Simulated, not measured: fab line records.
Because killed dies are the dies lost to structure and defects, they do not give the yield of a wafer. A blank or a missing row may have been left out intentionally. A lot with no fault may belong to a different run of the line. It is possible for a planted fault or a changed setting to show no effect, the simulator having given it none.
Which tool is to blame? | flow nand-harc | Sampling: 24 lots, 72 wafers, 5 of 1159 route steps

== WHAT THE GAUGES SHOWED, per wafer ==
NHARC_A_CONTACT_INSPECT_44.
lot  | measured     | on                | raw-defect-count
L077 | day 16 12:35 | defect-inspect-01 | 23 20 20
L074 | day 16 17:21 | defect-inspect-01 | 21 34 24
L075 | day 16 19:50 | defect-inspect-01 | 27 21 25
L079 | day 16 21:19 | defect-inspect-01 | 20 17 21
L076 | day 17 00:16 | defect-inspect-01 | 10 9 4
L078 | day 17 02:37 | defect-inspect-01 | 14 16 19
L080 | day 17 11:46 | defect-inspect-02 | 31 23 25
L081 | day 18 00:22 | defect-inspect-02 | 28 36 30
L083 | day 18 00:43 | defect-inspect-01 | 13 18 19
L082 | day 18 05:47 | defect-inspect-01 | 13 16 12
L085 | day 18 17:14 | defect-inspect-01 | 13 8 16
L084 | day 18 17:41 | defect-inspect-01 | 26 21 20
L087 | day 19 03:42 | defect-inspect-01 | 38 53 41
L086 | day 19 04:11 | defect-inspect-02 | 12 6 9
L090 | day 19 23:48 | defect-inspect-01 | 36 23 33
L089 | day 20 00:20 | defect-inspect-02 | 30 34 35
L088 | day 20 11:33 | defect-inspect-02 | 10 20 17
L091 | day 20 12:40 | defect-inspect-01 | 11 12 13
L092 | day 20 16:52 | defect-inspect-02 | 62 47 59
L093 | day 20 17:01 | defect-inspect-01 | 62 49 60
L096 | day 21 17:02 | defect-inspect-02 | 31 43 52
L094 | day 21 18:20 | defect-inspect-01 | 16 19 11
L095 | day 21 21:11 | defect-inspect-02 | 44 41 35
L097 | day 21 23:26 | defect-inspect-02 | 25 25 19

NHARC_A_CONTACT_INSPECT_71.
lot  | measured     | on                | raw-defect-count
L077 | day 16 23:00 | defect-inspect-01 | 32 18 27
L074 | day 17 04:36 | defect-inspect-01 | 17 37 27
L075 | day 17 05:35 | defect-inspect-01 | 23 21 24
L079 | day 17 06:08 | defect-inspect-01 | 16 19 21
L076 | day 17 08:05 | defect-inspect-01 | 14 13 3
L078 | day 17 09:51 | defect-inspect-01 | 16 17 22
L080 | day 17 19:54 | defect-inspect-02 | 33 23 25
L081 | day 18 07:38 | defect-inspect-02 | 26 37 36
L083 | day 18 08:08 | defect-inspect-01 | 13 20 18
L082 | day 18 12:47 | defect-inspect-01 | 16 11 18
L085 | day 19 00:15 | defect-inspect-01 | 20 11 22
L084 | day 19 02:05 | defect-inspect-02 | 24 22 26
L087 | day 19 11:55 | defect-inspect-02 | 39 51 43
L086 | day 19 12:08 | defect-inspect-02 | 10 7 8
L090 | day 20 08:29 | defect-inspect-02 | 35 24 35
L089 | day 20 09:14 | defect-inspect-02 | 31 35 38
L088 | day 20 18:47 | defect-inspect-02 | 12 15 21
L091 | day 20 19:41 | defect-inspect-02 | 12 10 15
L092 | day 21 02:08 | defect-inspect-02 | 59 52 61
L093 | day 20 23:59 | defect-inspect-02 | 56 51 64
L096 | day 21 23:47 | defect-inspect-02 | 39 44 57
L094 | day 22 01:40 | defect-inspect-02 | 17 19 15
L095 | day 22 04:19 | defect-inspect-01 | 47 43 40
L097 | day 22 06:24 | defect-inspect-01 | 30 26 23

== WHICH TOOL RAN EACH LOT (tool, then ch and the chambers of the sampled wafers, then the start) ==
lot  | NHARC_A_CONTACT_DEP_29          | NHARC_A_CONTACT_ETCH_48            | NHARC_A_CONTACT_ETCH_96
L077 | pecvd-02 ch 0,1,2, day 16 11:50 | rie-diel-09 ch 0,1,2, day 16 12:49 | rie-diel-11 ch 1,2, day 16 23:00 or earlier
L074 | pecvd-01 ch 0,2, day 16 16:30   | rie-diel-11 ch 1,2,3, day 16 17:30 | rie-diel-11 ch 0,2,3, day 17 04:36 or earlier
L075 | pecvd-01 ch 1,2, day 16 19:07   | rie-diel-09 ch 0,2, day 16 19:59   | rie-diel-11 ch 1,2, day 17 05:35 or earlier
L079 | pecvd-01 ch 1,2, day 16 20:31   | rie-diel-11 ch 0,1,2, day 16 21:28 | rie-diel-09 ch 2,3, day 17 06:08 or earlier
L076 | pecvd-03 ch 0,2, day 16 23:28   | rie-diel-06 ch 0,1,3, day 17 00:25 | rie-diel-06 ch 1,3, day 17 08:05 or earlier
L078 | pecvd-01 ch 0,1,2, day 17 01:46 | rie-diel-11 ch 0,2,3, day 17 02:47 | rie-diel-11 ch 0,1, day 17 09:51 or earlier
L080 | pecvd-02 ch 0,1, day 17 10:55   | rie-diel-11 ch 0,2,3, day 17 12:10 | rie-diel-09 ch 0,3, day 17 15:58
L081 | pecvd-01 ch 0,1, day 17 23:32   | rie-diel-09 ch 0,2,3, day 18 00:32 | rie-diel-11 ch 0,3, day 18 07:38 or earlier
L083 | pecvd-01 ch 0,1,2, day 17 23:52 | rie-diel-11 ch 0,3, day 18 00:51   | rie-diel-09 ch 2,3, day 18 04:05
L082 | pecvd-02 ch 1,2, day 18 05:07   | rie-diel-11 ch 0,1, day 18 05:56   | rie-diel-11 ch 1,2,3, day 18 12:47 or earlier
L085 | pecvd-02 ch 0,1, day 18 16:22   | rie-diel-09 ch 0,2, day 18 17:23   | rie-diel-09 ch 0,1,3, day 19 00:15 or earlier
L084 | pecvd-03 ch 0,1,2, day 18 16:50 | rie-diel-11 ch 2,3, day 18 17:50   | rie-diel-11 ch 0,1, day 19 02:05 or earlier
L087 | pecvd-01 ch 0,1,2, day 19 03:02 | rie-diel-11 ch 1,2, day 19 03:52   | rie-diel-11 ch 1,2, day 19 11:55 or earlier
L086 | pecvd-02 ch 0,2, day 19 03:28   | rie-diel-11 ch 1,2,3, day 19 04:25 | rie-diel-11 ch 2,3, day 19 12:08 or earlier
L090 | pecvd-02 ch 0,1,2, day 19 22:58 | rie-diel-11 ch 0,1, day 19 23:57   | rie-diel-11 ch 1,2,3, day 20 08:29 or earlier
L089 | pecvd-01 ch 0,1,2, day 19 23:32 | rie-diel-06 ch 0,1, day 20 00:29   | rie-diel-06 ch 0,1, day 20 09:14 or earlier
L088 | pecvd-02 ch 0,1,2, day 20 10:42 | rie-diel-06 ch 1,3, day 20 11:45   | rie-diel-11 ch 1,3, day 20 18:47 or earlier
L091 | pecvd-03 ch 1,2, day 20 11:49   | rie-diel-11 ch 0,1,2, day 20 12:49 | rie-diel-06 ch 0,3, day 20 19:41 or earlier
L092 | pecvd-03 ch 0,1,2, day 20 16:04 | rie-diel-11 ch 0,1, day 20 17:42   | rie-diel-11 ch 2,3, day 21 02:08 or earlier
L093 | pecvd-02 ch 0,1,2, day 20 16:07 | rie-diel-09 ch 1,2,3, day 20 17:13 | rie-diel-11 ch 0,1,2, day 20 23:59 or earlier
L096 | pecvd-02 ch 0,1, day 21 16:11   | rie-diel-09 ch 1,2, day 21 17:10   | rie-diel-09 ch 1,2,3, day 21 23:47 or earlier
L094 | pecvd-03 ch 0,1, day 21 17:31   | rie-diel-06 ch 0,1,2, day 21 18:29 | rie-diel-11 ch 0,1,2, day 22 01:40 or earlier
L095 | pecvd-02 ch 0,2, day 21 20:22   | rie-diel-06 ch 1,2,3, day 21 21:20 | rie-diel-11 ch 0,2, day 22 04:19 or earlier
L097 | pecvd-01 ch 1,2, day 21 22:37   | rie-diel-11 ch 1,2, day 21 23:35   | rie-diel-11 ch 2,3, day 22 06:24 or earlier
- NHARC_A_CONTACT_DEP_29: deposits SiON, target thk 70 nm.
- NHARC_A_CONTACT_ETCH_48: etches the open film in CF4, target depth 39 nm, time 65 s.
- NHARC_A_CONTACT_ETCH_96: etches the open film in C4F6/O2, target depth 20 nm, time 10 s.

== AS READ BY THE TOOLS THEMSELVES (means over the sampled wafers that have a number; for cases with no such wafer, the mark the record gives instead) ==
NHARC_A_CONTACT_DEP_29.
lot  | tool     | heater-power-w (W) | susceptor-temp-C (C)
L077 | pecvd-02 | 691                | 400.04
L074 | pecvd-01 | 730                | 399.99
L075 | pecvd-01 | 842                | 399.88
L079 | pecvd-01 | 837                | 399.71
L076 | pecvd-03 | 789                | 399.84
L078 | pecvd-01 | 797                | 399.89
L080 | pecvd-02 | 724                | 399.74
L081 | pecvd-01 | 759                | 400.08
L083 | pecvd-01 | 822                | 400.11
L082 | pecvd-02 | 658                | 399.97
L085 | pecvd-02 | 739                | 400.16
L084 | pecvd-03 | 881                | 400.03
L087 | pecvd-01 | 790                | 399.87
L086 | pecvd-02 | 731                | 399.95
L090 | pecvd-02 | 735                | 399.95
L089 | pecvd-01 | 797                | 399.92
L088 | pecvd-02 | 689                | 400.08
L091 | pecvd-03 | 866                | 400.12
L092 | pecvd-03 | 845                | 399.97
L093 | pecvd-02 | 719                | 399.78
L096 | pecvd-02 | 682                | 399.73
L094 | pecvd-03 | 778                | 399.81
L095 | pecvd-02 | 716                | 399.95
L097 | pecvd-01 | 875                | 400.03

NHARC_A_CONTACT_ETCH_48.
lot  | tool        | bias-w (W) | drypump-motor-current-A (A) | oes-product-au (a.u.) | rf-vpp-V (V) | showerhead-plenum-p-Torr (Torr) | throttle-valve-pct (%)
L077 | rie-diel-09 | 100.2      | 5.6                         | 1.000                 | 151.7        | 1.78                            | 13.285
L074 | rie-diel-11 | 99.8       | 5.6                         | 1.000                 | 152.5        | 1.85                            | 13.289
L075 | rie-diel-09 | 100.0      | 5.3                         | 0.997                 | 151.0        | 1.77                            | 13.285
L079 | rie-diel-11 | 100.3      | 5.4                         | 0.987                 | 151.2        | 1.78                            | 13.278
L076 | rie-diel-06 | 99.9       | 5.9                         | 0.987                 | 150.9        | 1.71                            | 13.290
L078 | rie-diel-11 | 100.0      | 5.4                         | 0.999                 | 151.3        | 1.79                            | 13.279
L080 | rie-diel-11 | 100.2      | 5.4                         | 0.997                 | 152.4        | 1.79                            | 13.271
L081 | rie-diel-09 | 99.9       | 5.8                         | 1.002                 | 151.2        | 1.78                            | 13.284
L083 | rie-diel-11 | 100.4      | 5.3                         | 0.996                 | 150.7        | 1.74                            | 13.290
L082 | rie-diel-11 | 99.8       | 5.5                         | 0.998                 | 151.4        | 1.78                            | 13.293
L085 | rie-diel-09 | 100.2      | 5.7                         | 1.009                 | 151.6        | 1.78                            | 13.285
L084 | rie-diel-11 | 99.9       | 5.5                         | 1.001                 | 153.2        | 1.86                            | 13.286
L087 | rie-diel-11 | 100.2      | 5.5                         | 0.997                 | 152.3        | 1.83                            | 13.289
L086 | rie-diel-11 | 99.6       | 5.5                         | 1.001                 | 152.6        | 1.84                            | 13.280
L090 | rie-diel-11 | 100.1      | 5.3                         | 1.001                 | 150.4        | 1.72                            | 13.285
L089 | rie-diel-06 | 100.4      | 5.7                         | 0.995                 | 151.1        | 1.83                            | 13.283
L088 | rie-diel-06 | 99.8       | 6.1                         | 0.991                 | 151.3        | 1.72                            | 13.288
L091 | rie-diel-11 | 99.9       | 5.4                         | 0.993                 | 151.8        | 1.77                            | 13.293
L092 | rie-diel-11 | 100.4      | 5.3                         | 1.001                 | 151.2        | 1.72                            | 13.284
L093 | rie-diel-09 | 100.3      | 6.1                         | 0.987                 | 150.9        | 1.78                            | 13.285
L096 | rie-diel-09 | 99.9       | 6.1                         | 0.990                 | 150.2        | 1.78                            | 13.289
L094 | rie-diel-06 | 100.1      | 5.5                         | 0.982                 | 151.0        | 1.80                            | 13.280
L095 | rie-diel-06 | 100.0      | 5.7                         | 0.993                 | 151.5        | 1.75                            | 13.288
L097 | rie-diel-11 | 99.7       | 5.6                         | 0.995                 | 152.2        | 1.82                            | 13.286

NHARC_A_CONTACT_ETCH_96.
lot  | tool        | bias-w (W) | drypump-motor-current-A (A) | o2-flow-sccm (sccm) | oes-product-au (a.u.) | rf-vpp-V (V) | showerhead-plenum-p-Torr (Torr) | throttle-valve-pct (%)
L077 | rie-diel-11 | 500.7      | 5.6                         | 20.03               | 1.005                 | 549          | 4.06                            | 26.909
L074 | rie-diel-11 | 499.9      | 5.4                         | 20.03               | 0.944                 | 548          | 3.98                            | 26.905
L075 | rie-diel-11 | 499.6      | 5.6                         | 20.00               | 0.995                 | 550          | 4.06                            | 26.905
L079 | rie-diel-09 | 499.0      | 6.3                         | 19.99               | 0.958                 | 548          | 3.98                            | 26.897
L076 | rie-diel-06 | 500.9      | 6.1                         | 20.07               | 0.966                 | 545          | 3.84                            | 26.901
L078 | rie-diel-11 | 500.0      | 5.3                         | 20.02               | 0.941                 | 544          | 3.83                            | 26.905
L080 | rie-diel-09 | 499.3      | 5.9                         | 20.02               | 0.967                 | 548          | 3.94                            | 26.901
L081 | rie-diel-11 | 497.8      | 5.3                         | 20.01               | 1.001                 | 546          | 3.85                            | 26.904
L083 | rie-diel-09 | 500.5      | 6.3                         | 19.98               | 0.969                 | 548          | 3.97                            | 26.904
L082 | rie-diel-11 | 501.4      | 5.6                         | 20.03               | 0.961                 | 550          | 4.09                            | 26.901
L085 | rie-diel-09 | 499.2      | 5.6                         | 19.99               | 0.945                 | 547          | 3.93                            | 26.908
L084 | rie-diel-11 | 500.3      | 5.5                         | 19.97               | 0.958                 | 547          | 3.93                            | 26.896
L087 | rie-diel-11 | 500.2      | 5.6                         | 19.96               | 0.957                 | 550          | 4.05                            | 26.892
L086 | rie-diel-11 | 502.2      | 5.5                         | 19.92               | 0.941                 | 550          | 4.08                            | 26.908
L090 | rie-diel-11 | 499.6      | 5.6                         | 20.02               | 0.970                 | 550          | 4.08                            | 26.903
L089 | rie-diel-06 | 499.0      | 5.9                         | 20.00               | 0.945                 | 547          | 3.92                            | 26.900
L088 | rie-diel-11 | 499.8      | 5.7                         | 19.98               | 1.003                 | 550          | 4.08                            | 26.905
L091 | rie-diel-06 | 499.5      | 5.8                         | 20.03               | 0.993                 | 551          | 4.12                            | 26.894
L092 | rie-diel-11 | 500.8      | 5.5                         | 20.04               | 0.950                 | 550          | 4.08                            | 26.906
L093 | rie-diel-11 | 500.8      | 5.4                         | 19.98               | 1.002                 | 546          | 3.93                            | 26.898
L096 | rie-diel-09 | 501.4      | 6.1                         | 19.99               | 0.957                 | 546          | 3.95                            | 26.890
L094 | rie-diel-11 | 499.2      | 5.4                         | 20.01               | 0.969                 | 547          | 3.93                            | 26.904
L095 | rie-diel-11 | 500.9      | 5.3                         | 19.96               | 0.999                 | 547          | 3.93                            | 26.896
L097 | rie-diel-11 | 500.5      | 5.5                         | 20.03               | 0.953                 | 551          | 4.08                            | 26.901

== THE ANSWER, worked out from the rows above alone ==
Rule: the lots themselves supply what counts as usual. The widest of any qualifying gaps counts: lots, ordered by their means at a reading, are off when they make up no more than a third of the lots, leave a main group of 4 or more, and stand apart from it by 3 or more times the standard deviation of that group's means. A main group is skipped when, at the precision printed for the reading in the tables above, its means are all equal. A lot without any number at a reading at which 4 lots or more have one is off too. The other lots that the step has rows for count as sound. The gauges are gone through in route order, then the tools' own readings, and for those a lot's mean is taken as printed above. At the first step where some lot is off, the reading lying furthest off is the one used; lots without a number count as furthest.
Nothing can be told from this: no lot is off at any reading shown.

== WHAT THE SIMULATOR HAD INSERTED ==
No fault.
